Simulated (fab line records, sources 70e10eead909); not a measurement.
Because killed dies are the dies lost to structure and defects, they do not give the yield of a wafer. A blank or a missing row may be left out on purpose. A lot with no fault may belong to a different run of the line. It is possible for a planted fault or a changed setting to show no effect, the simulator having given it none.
Which of the tools did it? || flow nand harc || 24 lots, 72 wafers sampled, at 6 steps of a route of 1159

== WHAT THE GAUGES SHOWED, per wafer ==
NHARC_A_SGD_CUT_CD_MEAS_09: target cd 100 nm.
{"lot": "L074", "measured": "day 14 04:40", "on": "cd sem-03", "cd nm (nm)": "100.3 99.7 99.5"}
{"lot": "L075", "measured": "day 14 09:14", "on": "cd sem-01", "cd nm (nm)": "100.0 100.5 99.9"}
{"lot": "L076", "measured": "day 14 09:41", "on": "cd sem-01", "cd nm (nm)": "99.8 100.5 99.7"}
{"lot": "L078", "measured": "day 14 09:32", "on": "cd sem-02", "cd nm (nm)": "99.7 99.6 99.7"}
{"lot": "L077", "measured": "day 14 12:43", "on": "cd sem-02", "cd nm (nm)": "99.3 99.6 99.9"}
{"lot": "L079", "measured": "day 15 03:26", "on": "cd sem-03", "cd nm (nm)": "99.7 99.7 99.6"}
{"lot": "L080", "measured": "day 15 09:20", "on": "cd sem-02", "cd nm (nm)": "99.7 100.1 99.8"}
{"lot": "L081", "measured": "day 15 05:08", "on": "cd sem-01", "cd nm (nm)": "100.6 100.0 99.4"}
{"lot": "L082", "measured": "day 15 23:49", "on": "cd sem-03", "cd nm (nm)": "99.6 100.0 99.8"}
{"lot": "L084", "measured": "day 16 11:23", "on": "cd sem-03", "cd nm (nm)": "99.7 99.9 99.8"}
{"lot": "L083", "measured": "day 16 11:07", "on": "cd sem-01", "cd nm (nm)": "100.6 100.5 100.1"}
{"lot": "L086", "measured": "day 17 10:32", "on": "cd sem-01", "cd nm (nm)": "100.0 100.4 100.1"}
{"lot": "L088", "measured": "day 17 10:47", "on": "cd sem-01", "cd nm (nm)": "99.6 99.4 99.3"}
{"lot": "L087", "measured": "day 17 18:17", "on": "cd sem-03", "cd nm (nm)": "100.1 100.6 99.9"}
{"lot": "L085", "measured": "day 18 03:52", "on": "cd sem-02", "cd nm (nm)": "100.2 100.5 99.9"}
{"lot": "L091", "measured": "day 18 10:50", "on": "cd sem-01", "cd nm (nm)": "99.8 100.1 99.8"}
{"lot": "L089", "measured": "day 18 10:12", "on": "cd sem-01", "cd nm (nm)": "100.7 100.3 99.7"}
{"lot": "L090", "measured": "day 18 09:24", "on": "cd sem-02", "cd nm (nm)": "99.7 100.0 100.2"}
{"lot": "L092", "measured": "day 18 10:31", "on": "cd sem-01", "cd nm (nm)": "99.8 100.2 100.2"}
{"lot": "L093", "measured": "day 18 08:55", "on": "cd sem-01", "cd nm (nm)": "100.3 99.7 100.2"}
{"lot": "L095", "measured": "day 18 09:11", "on": "cd sem-01", "cd nm (nm)": "99.4 100.0 100.0"}
{"lot": "L094", "measured": "day 19 01:05", "on": "cd sem-03", "cd nm (nm)": "99.6 99.8 100.1"}
{"lot": "L096", "measured": "day 19 05:46", "on": "cd sem-02", "cd nm (nm)": "100.2 100.5 100.5"}
{"lot": "L097", "measured": "day 19 05:36", "on": "cd sem-02", "cd nm (nm)": "100.1 100.6 100.5"}

NHARC_A_CONTACT_CD_MEAS_80.
{"lot": "L074", "measured": "day 17 03:56", "on": "cd sem-03", "cd nm (nm)": "190.1 190.0 189.8"}
{"lot": "L075", "measured": "day 17 08:05", "on": "cd sem-01", "cd nm (nm)": "189.3 189.3 189.4"}
{"lot": "L076", "measured": "day 17 14:55", "on": "cd sem-03", "cd nm (nm)": "189.2 188.7 189.1"}
{"lot": "L078", "measured": "day 17 04:42", "on": "cd sem-02", "cd nm (nm)": "188.1 188.2 188.3"}
{"lot": "L077", "measured": "day 17 23:00", "on": "cd sem-01", "cd nm (nm)": "189.2 189.7 189.3"}
{"lot": "L079", "measured": "day 18 04:07", "on": "cd sem-01", "cd nm (nm)": "187.8 188.2 188.4"}
{"lot": "L080", "measured": "day 18 17:36", "on": "cd sem-01", "cd nm (nm)": "189.0 188.7 188.9"}
{"lot": "L081", "measured": "day 18 12:08", "on": "cd sem-02", "cd nm (nm)": "190.0 189.9 190.2"}
{"lot": "L082", "measured": "day 19 04:37", "on": "cd sem-02", "cd nm (nm)": "189.2 189.5 189.4"}
{"lot": "L084", "measured": "day 19 07:08", "on": "cd sem-01", "cd nm (nm)": "189.0 189.2 189.6"}
{"lot": "L083", "measured": "day 19 07:52", "on": "cd sem-03", "cd nm (nm)": "190.3 189.9 190.2"}
{"lot": "L086", "measured": "day 20 12:19", "on": "cd sem-02", "cd nm (nm)": "186.7 187.3 187.8"}
{"lot": "L088", "measured": "day 20 11:36", "on": "cd sem-01", "cd nm (nm)": "189.2 189.0 189.2"}
{"lot": "L087", "measured": "day 20 19:02", "on": "cd sem-03", "cd nm (nm)": "189.1 189.1 188.9"}
{"lot": "L085", "measured": "day 21 01:59", "on": "cd sem-03", "cd nm (nm)": "189.5 189.1 189.4"}
{"lot": "L091", "measured": "day 21 17:57", "on": "cd sem-01", "cd nm (nm)": "189.1 189.7 189.6"}
{"lot": "L089", "measured": "day 22 03:52", "on": "cd sem-01", "cd nm (nm)": "189.7 189.6 189.4"}
{"lot": "L090", "measured": "day 21 05:18", "on": "cd sem-02", "cd nm (nm)": "189.7 189.8 189.6"}
{"lot": "L092", "measured": "day 22 01:07", "on": "cd sem-03", "cd nm (nm)": "188.9 189.3 189.4"}
{"lot": "L093", "measured": "day 21 08:49", "on": "cd sem-03", "cd nm (nm)": "189.9 189.3 189.1"}
{"lot": "L095", "measured": "day 21 19:19", "on": "cd sem-03", "cd nm (nm)": "189.6 190.4 189.3"}
{"lot": "L094", "measured": "day 22 06:08", "on": "cd sem-02", "cd nm (nm)": "189.6 189.8 190.0"}
{"lot": "L096", "measured": "day 22 12:29", "on": "cd sem-02", "cd nm (nm)": "190.4 189.9 189.7"}
{"lot": "L097", "measured": "day 22 10:43", "on": "cd sem-02", "cd nm (nm)": "188.8 188.9 189.7"}

== TOOL THAT RAN EACH LOT (tool first, then ch and the chambers of the sampled wafers, then the start) ==
{"lot": "L074", "NHARC_A_STAIRCASE_STRIP_316": "rie diel-05 ch 0,3, day 12 13:13 or earlier", "NHARC_A_STAIRCASE_ALD_420": "ald hk-02 ch 1,2, day 12 13:13", "NHARC_A_CONTACT_ETCH_117": "har cap etch-03 ch 0,1, day 16 17:34", "NHARC_A_CONTACT_ETCH_77": "rie diel-11 ch 0,1, day 17 03:56 or earlier"}
{"lot": "L075", "NHARC_A_STAIRCASE_STRIP_316": "rie diel-05 ch 1,2, day 12 18:49 or earlier", "NHARC_A_STAIRCASE_ALD_420": "ald hk-04 ch 0,2,3, day 12 18:49", "NHARC_A_CONTACT_ETCH_117": "har cap etch-02 ch 0,1, day 16 23:45", "NHARC_A_CONTACT_ETCH_77": "rie diel-03 ch 1,2, day 17 08:05 or earlier"}
{"lot": "L076", "NHARC_A_STAIRCASE_STRIP_316": "rie diel-05 ch 0,2,3, day 12 21:38 or earlier", "NHARC_A_STAIRCASE_ALD_420": "ald hk-03 ch 0,1,2, day 12 21:38", "NHARC_A_CONTACT_ETCH_117": "har cap etch-01 ch 0,1, day 17 06:20", "NHARC_A_CONTACT_ETCH_77": "rie diel-11 ch 0,1, day 17 14:55 or earlier"}
{"lot": "L078", "NHARC_A_STAIRCASE_STRIP_316": "rie diel-11 ch 1,2,3, day 12 22:55 or earlier", "NHARC_A_STAIRCASE_ALD_420": "ald hk-03 ch 0,1,2, day 12 22:55", "NHARC_A_CONTACT_ETCH_117": "har cap etch-01 ch 0,1, day 16 19:35", "NHARC_A_CONTACT_ETCH_77": "rie diel-04 ch 1,2,3, day 17 04:42 or earlier"}
{"lot": "L077", "NHARC_A_STAIRCASE_STRIP_316": "rie diel-05 ch 0,2,3, day 13 01:34 or earlier", "NHARC_A_STAIRCASE_ALD_420": "ald hk-04 ch 1,2,3, day 13 01:34", "NHARC_A_CONTACT_ETCH_117": "har cap etch-01 ch 0,1, day 17 14:37", "NHARC_A_CONTACT_ETCH_77": "rie diel-04 ch 0,1,3, day 17 23:00 or earlier"}
{"lot": "L079", "NHARC_A_STAIRCASE_STRIP_316": "rie diel-05 ch 1,3, day 13 10:05 or earlier", "NHARC_A_STAIRCASE_ALD_420": "ald hk-03 ch 0,1,2, day 13 10:05", "NHARC_A_CONTACT_ETCH_117": "har cap etch-03 ch 0,1, day 17 20:01", "NHARC_A_CONTACT_ETCH_77": "rie diel-11 ch 1,2,3, day 18 04:07 or earlier"}
{"lot": "L080", "NHARC_A_STAIRCASE_STRIP_316": "rie diel-11 ch 0,2,3, day 13 14:07 or earlier", "NHARC_A_STAIRCASE_ALD_420": "ald hk-04 ch 0,1,2, day 13 14:07", "NHARC_A_CONTACT_ETCH_117": "har cap etch-02 ch 0,1, day 18 08:23", "NHARC_A_CONTACT_ETCH_77": "rie diel-04 ch 0,1,2, day 18 17:36 or earlier"}
{"lot": "L081", "NHARC_A_STAIRCASE_STRIP_316": "rie diel-11 ch 1,2, day 13 14:16 or earlier", "NHARC_A_STAIRCASE_ALD_420": "ald hk-03 ch 0,1, day 13 14:16", "NHARC_A_CONTACT_ETCH_117": "har cap etch-02 ch 0,1, day 18 01:30", "NHARC_A_CONTACT_ETCH_77": "rie diel-11 ch 2,3, day 18 12:08 or earlier"}
{"lot": "L082", "NHARC_A_STAIRCASE_STRIP_316": "rie diel-04 ch 1,3, day 14 05:41 or earlier", "NHARC_A_STAIRCASE_ALD_420": "ald hk-04 ch 0,2, day 14 05:41", "NHARC_A_CONTACT_ETCH_117": "har cap etch-03 ch 0,1, day 18 16:08", "NHARC_A_CONTACT_ETCH_77": "rie diel-03 ch 0,1,2, day 19 04:37 or earlier"}
{"lot": "L084", "NHARC_A_STAIRCASE_STRIP_316": "rie diel-05 ch 0,1, day 14 17:50 or earlier", "NHARC_A_STAIRCASE_ALD_420": "ald hk-02 ch 0,1,2, day 14 17:50", "NHARC_A_CONTACT_ETCH_117": "har cap etch-03 ch 0,1, day 18 22:02", "NHARC_A_CONTACT_ETCH_77": "rie diel-03 ch 1,3, day 19 07:08 or earlier"}
{"lot": "L083", "NHARC_A_STAIRCASE_STRIP_316": "rie diel-04 ch 0,2,3, day 14 18:40 or earlier", "NHARC_A_STAIRCASE_ALD_420": "ald hk-04 ch 0,2,3, day 14 18:40", "NHARC_A_CONTACT_ETCH_117": "har cap etch-02 ch 0,1, day 18 22:24", "NHARC_A_CONTACT_ETCH_77": "rie diel-03 ch 0,3, day 19 07:52 or earlier"}
{"lot": "L086", "NHARC_A_STAIRCASE_STRIP_316": "rie diel-11 ch 0,1,3, day 15 18:08 or earlier", "NHARC_A_STAIRCASE_ALD_420": "ald hk-03 ch 0,1,2, day 15 18:08", "NHARC_A_CONTACT_ETCH_117": "har cap etch-02 ch 0,1, day 20 04:09", "NHARC_A_CONTACT_ETCH_77": "rie diel-03 ch 0,1,3, day 20 12:19 or earlier"}
{"lot": "L088", "NHARC_A_STAIRCASE_STRIP_316": "rie diel-11 ch 0,2,3, day 15 18:37 or earlier", "NHARC_A_STAIRCASE_ALD_420": "ald hk-02 ch 0,2,3, day 15 18:37", "NHARC_A_CONTACT_ETCH_117": "har cap etch-03 ch 0,1, day 20 03:20", "NHARC_A_CONTACT_ETCH_77": "rie diel-11 ch 0,1,2, day 20 11:36 or earlier"}
{"lot": "L087", "NHARC_A_STAIRCASE_STRIP_316": "rie diel-05 ch 2,3, day 15 22:56 or earlier", "NHARC_A_STAIRCASE_ALD_420": "ald hk-03 ch 2,3, day 15 22:56", "NHARC_A_CONTACT_ETCH_117": "har cap etch-01 ch 0,1, day 20 08:04", "NHARC_A_CONTACT_ETCH_77": "rie diel-03 ch 0,3, day 20 19:02 or earlier"}
{"lot": "L085", "NHARC_A_STAIRCASE_STRIP_316": "rie diel-05 ch 0,2,3, day 16 09:24 or earlier", "NHARC_A_STAIRCASE_ALD_420": "ald hk-02 ch 0,2,3, day 16 09:24", "NHARC_A_CONTACT_ETCH_117": "har cap etch-01 ch 0,1, day 20 16:40", "NHARC_A_CONTACT_ETCH_77": "rie diel-03 ch 1,2, day 21 01:59 or earlier"}
{"lot": "L091", "NHARC_A_STAIRCASE_STRIP_316": "rie diel-05 ch 0,2,3, day 16 15:54 or earlier", "NHARC_A_STAIRCASE_ALD_420": "ald hk-03 ch 0,1,2, day 16 15:54", "NHARC_A_CONTACT_ETCH_117": "har cap etch-02 ch 0,1, day 21 04:55", "NHARC_A_CONTACT_ETCH_77": "rie diel-04 ch 0,2,3, day 21 17:57 or earlier"}
{"lot": "L089", "NHARC_A_STAIRCASE_STRIP_316": "rie diel-05 ch 2,3, day 16 14:47 or earlier", "NHARC_A_STAIRCASE_ALD_420": "ald hk-03 ch 2,3, day 16 14:47", "NHARC_A_CONTACT_ETCH_117": "har cap etch-01 ch 0,1, day 21 13:02", "NHARC_A_CONTACT_ETCH_77": "rie diel-11 ch 1,3, day 22 03:52 or earlier"}
{"lot": "L090", "NHARC_A_STAIRCASE_STRIP_316": "rie diel-05 ch 0,3, day 16 20:50 or earlier", "NHARC_A_STAIRCASE_ALD_420": "ald hk-04 ch 1,2,3, day 16 20:50", "NHARC_A_CONTACT_ETCH_117": "har cap etch-02 ch 0,1, day 20 18:28", "NHARC_A_CONTACT_ETCH_77": "rie diel-11 ch 1,2,3, day 21 05:18 or earlier"}
{"lot": "L092", "NHARC_A_STAIRCASE_STRIP_316": "rie diel-05 ch 2,3, day 16 20:49 or earlier", "NHARC_A_STAIRCASE_ALD_420": "ald hk-03 ch 0,1,2, day 16 20:49", "NHARC_A_CONTACT_ETCH_117": "har cap etch-03 ch 0,1, day 21 12:51", "NHARC_A_CONTACT_ETCH_77": "rie diel-04 ch 0,2,3, day 22 01:07 or earlier"}
{"lot": "L093", "NHARC_A_STAIRCASE_STRIP_316": "rie diel-05 ch 0,2,3, day 16 23:19 or earlier", "NHARC_A_STAIRCASE_ALD_420": "ald hk-03 ch 0,1,3, day 16 23:19", "NHARC_A_CONTACT_ETCH_117": "har cap etch-01 ch 0,1, day 20 20:19", "NHARC_A_CONTACT_ETCH_77": "rie diel-03 ch 1,2,3, day 21 08:49 or earlier"}
{"lot": "L095", "NHARC_A_STAIRCASE_STRIP_316": "rie diel-04 ch 0,3, day 16 23:38 or earlier", "NHARC_A_STAIRCASE_ALD_420": "ald hk-04 ch 0,2,3, day 16 23:38", "NHARC_A_CONTACT_ETCH_117": "har cap etch-03 ch 0,1, day 21 06:56", "NHARC_A_CONTACT_ETCH_77": "rie diel-03 ch 1,2,3, day 21 19:19 or earlier"}
{"lot": "L094", "NHARC_A_STAIRCASE_STRIP_316": "rie diel-05 ch 2,3, day 17 07:22 or earlier", "NHARC_A_STAIRCASE_ALD_420": "ald hk-03 ch 0,1,2, day 17 07:22", "NHARC_A_CONTACT_ETCH_117": "har cap etch-02 ch 0,1, day 21 18:09", "NHARC_A_CONTACT_ETCH_77": "rie diel-03 ch 1,2, day 22 06:08 or earlier"}
{"lot": "L096", "NHARC_A_STAIRCASE_STRIP_316": "rie diel-05 ch 1,3, day 17 14:57 or earlier", "NHARC_A_STAIRCASE_ALD_420": "ald hk-02 ch 0,2, day 17 14:57", "NHARC_A_CONTACT_ETCH_117": "har cap etch-03 ch 0,1, day 22 03:13", "NHARC_A_CONTACT_ETCH_77": "rie diel-04 ch 0,2, day 22 12:29 or earlier"}
{"lot": "L097", "NHARC_A_STAIRCASE_STRIP_316": "rie diel-04 ch 0,2, day 17 21:25 or earlier", "NHARC_A_STAIRCASE_ALD_420": "ald hk-04 ch 0,1,2, day 17 21:25", "NHARC_A_CONTACT_ETCH_117": "har cap etch-01 ch 0,1, day 21 23:28", "NHARC_A_CONTACT_ETCH_77": "rie diel-11 ch 1,2, day 22 10:43 or earlier"}
- NHARC_A_STAIRCASE_STRIP_316: strips in O2.
- NHARC_A_STAIRCASE_ALD_420: deposits SiO2, target thk 20 nm, pulse time 6 s, ald cycles 200.
- NHARC_A_CONTACT_ETCH_117: etches the open film in C4F8/O2/Ar, time 94 s, target depth 922 nm.
- NHARC_A_CONTACT_ETCH_77: etches the open film in CF4/CHF3, target depth 72.6 nm, time 36.3 s.

== WHAT THE TOOLS THEMSELVES READ (means of the sampled wafers that have a number; where no wafer has one, the mark that the record gives instead) ==
NHARC_A_STAIRCASE_STRIP_316.
{"lot": "L074", "tool": "rie diel-05", "drypump motor current A (A)": 6.0, "oes product au (a.u.)": 0.998, "rf vpp V (V)": 56.9, "showerhead plenum p Torr (Torr)": 3.42, "throttle valve pct (%)": 17.028}
{"lot": "L075", "tool": "rie diel-05", "drypump motor current A (A)": 5.7, "oes product au (a.u.)": 1.014, "rf vpp V (V)": 58.6, "showerhead plenum p Torr (Torr)": 3.55, "throttle valve pct (%)": 17.036}
{"lot": "L076", "tool": "rie diel-05", "drypump motor current A (A)": 5.9, "oes product au (a.u.)": 1.005, "rf vpp V (V)": 59.3, "showerhead plenum p Torr (Torr)": 3.46, "throttle valve pct (%)": 17.029}
{"lot": "L078", "tool": "rie diel-11", "drypump motor current A (A)": 5.8, "oes product au (a.u.)": 1.008, "rf vpp V (V)": 57.9, "showerhead plenum p Torr (Torr)": 3.66, "throttle valve pct (%)": 17.031}
{"lot": "L077", "tool": "rie diel-05", "drypump motor current A (A)": 5.8, "oes product au (a.u.)": 1.007, "rf vpp V (V)": 57.3, "showerhead plenum p Torr (Torr)": 3.46, "throttle valve pct (%)": 17.044}
{"lot": "L079", "tool": "rie diel-05", "drypump motor current A (A)": 6.0, "oes product au (a.u.)": 1.002, "rf vpp V (V)": 58.0, "showerhead plenum p Torr (Torr)": 3.45, "throttle valve pct (%)": 17.037}
{"lot": "L080", "tool": "rie diel-11", "drypump motor current A (A)": 5.8, "oes product au (a.u.)": 1.004, "rf vpp V (V)": 57.6, "showerhead plenum p Torr (Torr)": 3.63, "throttle valve pct (%)": 17.036}
{"lot": "L081", "tool": "rie diel-11", "drypump motor current A (A)": 5.9, "oes product au (a.u.)": 1.002, "rf vpp V (V)": 57.8, "showerhead plenum p Torr (Torr)": 3.71, "throttle valve pct (%)": 17.032}
{"lot": "L082", "tool": "rie diel-04", "drypump motor current A (A)": 5.8, "oes product au (a.u.)": 1.001, "rf vpp V (V)": 57.3, "showerhead plenum p Torr (Torr)": 3.53, "throttle valve pct (%)": 17.037}
{"lot": "L084", "tool": "rie diel-05", "drypump motor current A (A)": 6.0, "oes product au (a.u.)": 1.009, "rf vpp V (V)": 58.5, "showerhead plenum p Torr (Torr)": 3.61, "throttle valve pct (%)": 17.031}
{"lot": "L083", "tool": "rie diel-04", "drypump motor current A (A)": 6.0, "oes product au (a.u.)": 1.006, "rf vpp V (V)": 57.7, "showerhead plenum p Torr (Torr)": 3.53, "throttle valve pct (%)": 17.043}
{"lot": "L086", "tool": "rie diel-11", "drypump motor current A (A)": 5.6, "oes product au (a.u.)": 1.007, "rf vpp V (V)": 58.1, "showerhead plenum p Torr (Torr)": 3.57, "throttle valve pct (%)": 17.038}
{"lot": "L088", "tool": "rie diel-11", "drypump motor current A (A)": 5.7, "oes product au (a.u.)": 1.004, "rf vpp V (V)": 57.8, "showerhead plenum p Torr (Torr)": 3.62, "throttle valve pct (%)": 17.029}
{"lot": "L087", "tool": "rie diel-05", "drypump motor current A (A)": 5.6, "oes product au (a.u.)": 0.997, "rf vpp V (V)": 57.6, "showerhead plenum p Torr (Torr)": 3.43, "throttle valve pct (%)": 17.045}
{"lot": "L085", "tool": "rie diel-05", "drypump motor current A (A)": 5.8, "oes product au (a.u.)": 0.994, "rf vpp V (V)": 57.3, "showerhead plenum p Torr (Torr)": 3.45, "throttle valve pct (%)": 17.029}
{"lot": "L091", "tool": "rie diel-05", "drypump motor current A (A)": 5.9, "oes product au (a.u.)": 0.995, "rf vpp V (V)": 57.9, "showerhead plenum p Torr (Torr)": 3.44, "throttle valve pct (%)": 17.035}
{"lot": "L089", "tool": "rie diel-05", "drypump motor current A (A)": 5.6, "oes product au (a.u.)": 1.009, "rf vpp V (V)": 57.8, "showerhead plenum p Torr (Torr)": 3.42, "throttle valve pct (%)": 17.043}
{"lot": "L090", "tool": "rie diel-05", "drypump motor current A (A)": 6.0, "oes product au (a.u.)": 0.988, "rf vpp V (V)": 57.4, "showerhead plenum p Torr (Torr)": 3.40, "throttle valve pct (%)": 17.035}
{"lot": "L092", "tool": "rie diel-05", "drypump motor current A (A)": 5.8, "oes product au (a.u.)": 1.008, "rf vpp V (V)": 56.6, "showerhead plenum p Torr (Torr)": 3.38, "throttle valve pct (%)": 17.035}
{"lot": "L093", "tool": "rie diel-05", "drypump motor current A (A)": 5.8, "oes product au (a.u.)": 1.010, "rf vpp V (V)": 58.0, "showerhead plenum p Torr (Torr)": 3.44, "throttle valve pct (%)": 17.039}
{"lot": "L095", "tool": "rie diel-04", "drypump motor current A (A)": 6.1, "oes product au (a.u.)": 1.015, "rf vpp V (V)": 57.7, "showerhead plenum p Torr (Torr)": 3.56, "throttle valve pct (%)": 17.037}
{"lot": "L094", "tool": "rie diel-05", "drypump motor current A (A)": 5.8, "oes product au (a.u.)": 0.997, "rf vpp V (V)": 57.8, "showerhead plenum p Torr (Torr)": 3.38, "throttle valve pct (%)": 17.041}
{"lot": "L096", "tool": "rie diel-05", "drypump motor current A (A)": 6.0, "oes product au (a.u.)": 0.994, "rf vpp V (V)": 57.6, "showerhead plenum p Torr (Torr)": 3.43, "throttle valve pct (%)": 17.050}
{"lot": "L097", "tool": "rie diel-04", "drypump motor current A (A)": 5.8, "oes product au (a.u.)": 1.004, "rf vpp V (V)": 58.1, "showerhead plenum p Torr (Torr)": 3.53, "throttle valve pct (%)": 17.031}

NHARC_A_STAIRCASE_ALD_420.
{"lot": "L074", "tool": "ald hk-02", "heater power w (W)": 433, "precursor pulse height rel": 0.986}
{"lot": "L075", "tool": "ald hk-04", "heater power w (W)": 455, "precursor pulse height rel": 1.003}
{"lot": "L076", "tool": "ald hk-03", "heater power w (W)": 507, "precursor pulse height rel": 1.022}
{"lot": "L078", "tool": "ald hk-03", "heater power w (W)": 518, "precursor pulse height rel": 0.999}
{"lot": "L077", "tool": "ald hk-04", "heater power w (W)": 459, "precursor pulse height rel": 0.973}
{"lot": "L079", "tool": "ald hk-03", "heater power w (W)": 523, "precursor pulse height rel": 0.990}
{"lot": "L080", "tool": "ald hk-04", "heater power w (W)": 441, "precursor pulse height rel": 0.995}
{"lot": "L081", "tool": "ald hk-03", "heater power w (W)": 493, "precursor pulse height rel": 1.002}
{"lot": "L082", "tool": "ald hk-04", "heater power w (W)": 437, "precursor pulse height rel": 0.994}
{"lot": "L084", "tool": "ald hk-02", "heater power w (W)": 444, "precursor pulse height rel": 1.001}
{"lot": "L083", "tool": "ald hk-04", "heater power w (W)": 453, "precursor pulse height rel": 0.988}
{"lot": "L086", "tool": "ald hk-03", "heater power w (W)": 503, "precursor pulse height rel": 1.007}
{"lot": "L088", "tool": "ald hk-02", "heater power w (W)": 488, "precursor pulse height rel": 0.998}
{"lot": "L087", "tool": "ald hk-03", "heater power w (W)": 465, "precursor pulse height rel": 0.992}
{"lot": "L085", "tool": "ald hk-02", "heater power w (W)": 485, "precursor pulse height rel": 1.008}
{"lot": "L091", "tool": "ald hk-03", "heater power w (W)": 491, "precursor pulse height rel": 0.989}
{"lot": "L089", "tool": "ald hk-03", "heater power w (W)": 504, "precursor pulse height rel": 1.004}
{"lot": "L090", "tool": "ald hk-04", "heater power w (W)": 459, "precursor pulse height rel": 1.013}
{"lot": "L092", "tool": "ald hk-03", "heater power w (W)": 494, "precursor pulse height rel": 1.000}
{"lot": "L093", "tool": "ald hk-03", "heater power w (W)": 454, "precursor pulse height rel": 1.002}
{"lot": "L095", "tool": "ald hk-04", "heater power w (W)": 452, "precursor pulse height rel": 1.026}
{"lot": "L094", "tool": "ald hk-03", "heater power w (W)": 495, "precursor pulse height rel": 1.000}
{"lot": "L096", "tool": "ald hk-02", "heater power w (W)": 468, "precursor pulse height rel": 0.984}
{"lot": "L097", "tool": "ald hk-04", "heater power w (W)": 439, "precursor pulse height rel": 0.995}

NHARC_A_CONTACT_ETCH_77.
{"lot": "L074", "tool": "rie diel-11", "drypump motor current A (A)": 5.4, "oes product au (a.u.)": 0.980, "rf vpp V (V)": 371.1, "showerhead plenum p Torr (Torr)": 1.59, "throttle valve pct (%)": 16.810}
{"lot": "L075", "tool": "rie diel-03", "drypump motor current A (A)": 5.4, "oes product au (a.u.)": 0.924, "rf vpp V (V)": 373.2, "showerhead plenum p Torr (Torr)": 1.64, "throttle valve pct (%)": 16.798}
{"lot": "L076", "tool": "rie diel-11", "drypump motor current A (A)": 5.4, "oes product au (a.u.)": 0.921, "rf vpp V (V)": 370.6, "showerhead plenum p Torr (Torr)": 1.59, "throttle valve pct (%)": 16.801}
{"lot": "L078", "tool": "rie diel-04", "drypump motor current A (A)": 5.6, "oes product au (a.u.)": 0.928, "rf vpp V (V)": 370.1, "showerhead plenum p Torr (Torr)": 1.55, "throttle valve pct (%)": 16.809}
{"lot": "L077", "tool": "rie diel-04", "drypump motor current A (A)": 5.7, "oes product au (a.u.)": 0.932, "rf vpp V (V)": 371.1, "showerhead plenum p Torr (Torr)": 1.58, "throttle valve pct (%)": 16.802}
{"lot": "L079", "tool": "rie diel-11", "drypump motor current A (A)": 5.8, "oes product au (a.u.)": 0.979, "rf vpp V (V)": 372.1, "showerhead plenum p Torr (Torr)": 1.62, "throttle valve pct (%)": 16.806}
{"lot": "L080", "tool": "rie diel-04", "drypump motor current A (A)": 5.5, "oes product au (a.u.)": 0.926, "rf vpp V (V)": 370.1, "showerhead plenum p Torr (Torr)": 1.55, "throttle valve pct (%)": 16.801}
{"lot": "L081", "tool": "rie diel-11", "drypump motor current A (A)": 6.0, "oes product au (a.u.)": 0.936, "rf vpp V (V)": 373.5, "showerhead plenum p Torr (Torr)": 1.65, "throttle valve pct (%)": 16.806}
{"lot": "L082", "tool": "rie diel-03", "drypump motor current A (A)": 5.4, "oes product au (a.u.)": 0.971, "rf vpp V (V)": 371.6, "showerhead plenum p Torr (Torr)": 1.59, "throttle valve pct (%)": 16.789}
{"lot": "L084", "tool": "rie diel-03", "drypump motor current A (A)": 5.8, "oes product au (a.u.)": 0.925, "rf vpp V (V)": 372.9, "showerhead plenum p Torr (Torr)": 1.65, "throttle valve pct (%)": 16.802}
{"lot": "L083", "tool": "rie diel-03", "drypump motor current A (A)": 6.1, "oes product au (a.u.)": 0.924, "rf vpp V (V)": 370.1, "showerhead plenum p Torr (Torr)": 1.57, "throttle valve pct (%)": 16.800}
{"lot": "L086", "tool": "rie diel-03", "drypump motor current A (A)": 5.8, "oes product au (a.u.)": 0.925, "rf vpp V (V)": 371.6, "showerhead plenum p Torr (Torr)": 1.59, "throttle valve pct (%)": 16.811}
{"lot": "L088", "tool": "rie diel-11", "drypump motor current A (A)": 5.6, "oes product au (a.u.)": 0.972, "rf vpp V (V)": 371.7, "showerhead plenum p Torr (Torr)": 1.60, "throttle valve pct (%)": 16.800}
{"lot": "L087", "tool": "rie diel-03", "drypump motor current A (A)": 5.7, "oes product au (a.u.)": 0.945, "rf vpp V (V)": 369.1, "showerhead plenum p Torr (Torr)": 1.53, "throttle valve pct (%)": 16.811}
{"lot": "L085", "tool": "rie diel-03", "drypump motor current A (A)": 5.5, "oes product au (a.u.)": 0.930, "rf vpp V (V)": 373.6, "showerhead plenum p Torr (Torr)": 1.65, "throttle valve pct (%)": 16.809}
{"lot": "L091", "tool": "rie diel-04", "drypump motor current A (A)": 5.9, "oes product au (a.u.)": 0.955, "rf vpp V (V)": 369.2, "showerhead plenum p Torr (Torr)": 1.56, "throttle valve pct (%)": 16.809}
{"lot": "L089", "tool": "rie diel-11", "drypump motor current A (A)": 5.8, "oes product au (a.u.)": 0.935, "rf vpp V (V)": 370.7, "showerhead plenum p Torr (Torr)": 1.59, "throttle valve pct (%)": 16.817}
{"lot": "L090", "tool": "rie diel-11", "drypump motor current A (A)": 5.8, "oes product au (a.u.)": 0.974, "rf vpp V (V)": 373.2, "showerhead plenum p Torr (Torr)": 1.62, "throttle valve pct (%)": 16.800}
{"lot": "L092", "tool": "rie diel-04", "drypump motor current A (A)": 5.9, "oes product au (a.u.)": 0.963, "rf vpp V (V)": 369.6, "showerhead plenum p Torr (Torr)": 1.56, "throttle valve pct (%)": 16.805}
{"lot": "L093", "tool": "rie diel-03", "drypump motor current A (A)": 5.7, "oes product au (a.u.)": 0.915, "rf vpp V (V)": 372.6, "showerhead plenum p Torr (Torr)": 1.64, "throttle valve pct (%)": 16.799}
{"lot": "L095", "tool": "rie diel-03", "drypump motor current A (A)": 5.8, "oes product au (a.u.)": 0.968, "rf vpp V (V)": 372.5, "showerhead plenum p Torr (Torr)": 1.64, "throttle valve pct (%)": 16.805}
{"lot": "L094", "tool": "rie diel-03", "drypump motor current A (A)": 5.5, "oes product au (a.u.)": 0.948, "rf vpp V (V)": 372.3, "showerhead plenum p Torr (Torr)": 1.64, "throttle valve pct (%)": 16.804}
{"lot": "L096", "tool": "rie diel-04", "drypump motor current A (A)": 5.8, "oes product au (a.u.)": 0.920, "rf vpp V (V)": 370.1, "showerhead plenum p Torr (Torr)": 1.57, "throttle valve pct (%)": 16.799}
{"lot": "L097", "tool": "rie diel-11", "drypump motor current A (A)": 5.7, "oes product au (a.u.)": 0.927, "rf vpp V (V)": 371.6, "showerhead plenum p Torr (Torr)": 1.61, "throttle valve pct (%)": 16.804}

== THE ANSWER, worked out from the rows above alone ==
Rule: the lots themselves supply what counts as usual. The widest of any qualifying gaps counts: lots, ordered by their means at a reading, are off when they make up no more than a third of the lots, leave a main group of 4 or more, and stand apart from it by 3 or more times the standard deviation of that group's means. Not used: any main group whose means are identical at the precision the tables above print for the reading. A lot without any number at a reading at which 4 lots or more have one is off too. Where the step has rows for the other lots, those lots are counted as sound. First the gauges in route order, then the tools' own readings, where a lot's mean is used as printed above. The first step at which some lot is off is used, and at that step the reading that is off furthest; a lot without a number counts as furthest.
No lot is off at any reading shown: from this, nothing can be told.

== WHAT THE SIMULATOR HAD INSERTED ==
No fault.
